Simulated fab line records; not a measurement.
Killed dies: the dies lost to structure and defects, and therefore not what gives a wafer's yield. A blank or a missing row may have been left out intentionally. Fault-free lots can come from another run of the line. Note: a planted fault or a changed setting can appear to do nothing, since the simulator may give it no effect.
Matching of chambers    flow n5Finfet    N5_BEOL_M0_SAQP_PECVD_04 on pecvd-04 has 3 sister chambers
The step deposits a-Si from SiH4/He, target thk 60 nm, time 60.2 s. 14 wafers are shown with their chamber, then 7 later ones without.

== WAFERS, EACH WITH ITS CHAMBER ==
wafer   chamber  showerheadPlenumPTorr (Torr)  throttleValvePct (%)  heaterPowerW (W)
L082.2  1        5.63                          17.4                  721
L082.4  0        5.69                          18.2                  653
L082.5  2        5.59                          17.7                  745
L085.2  1        5.64                          17.5                  653
L085.4  2        5.58                          17.6                  746
L085.5  0        5.69                          18.1                  676
L087.2  2        5.59                          17.5                  708
L087.3  1        5.63                          17.3                  729
L087.5  2        5.59                          17.7                  720
L088.1  2        5.59                          17.7                  777
L088.4  1        5.62                          17.4                  744
L088.5  0        5.69                          18.2                  647
L089.2  2        5.58                          17.5                  769
L089.3  0        5.67                          18.3                  683

SIGNATURES (averages over the wafers above)
reading                chamber 0  chamber 1  chamber 2  scatter within a chamber
showerheadPlenumPTorr  5.6850     5.6300     5.5867     0.00759
throttleValvePct       18.200     17.400     17.617     0.0896
heaterPowerW           664.75     711.75     744.17     29.2
Rule: a wafer's distance from a chamber is the root of the sum, over the readings, of the square of ((its reading less the chamber's mean) divided by the reading's scatter). If the next closest chamber is less than 2 further off than the closest, the wafer can't be placed; otherwise it belongs to the closest. How the scatter is found: for the shown wafers, subtract from each reading the mean of its chamber, square and add these, divide the total by (wafers less chambers), then take the root.

== WAFERS WITHOUT THEIR CHAMBER ==
wafer   showerheadPlenumPTorr (Torr)  throttleValvePct (%)  heaterPowerW (W)
L089.6  5.64                          17.5                  706
L094.1  5.62                          17.4                  650
L094.4  5.68                          18.5                  684
L094.5  5.59                          17.8                  733
L095.2  5.63                          17.5                  680
L095.4  5.63                          17.5                  672
L095.6  5.58                          17.4                  809

== WHICH CHAMBER EACH ONE RAN IN ==
wafer   from the rows above  in truth
L089.6  1                    1
L094.1  1                    1
L094.4  0                    0
L094.5  2                    2
L095.2  1                    1
L095.4  1                    1
L095.6  2                    2
Placed correctly: 7 of 7. From these rows, 0 cannot be placed. Wrongly placed: 0.
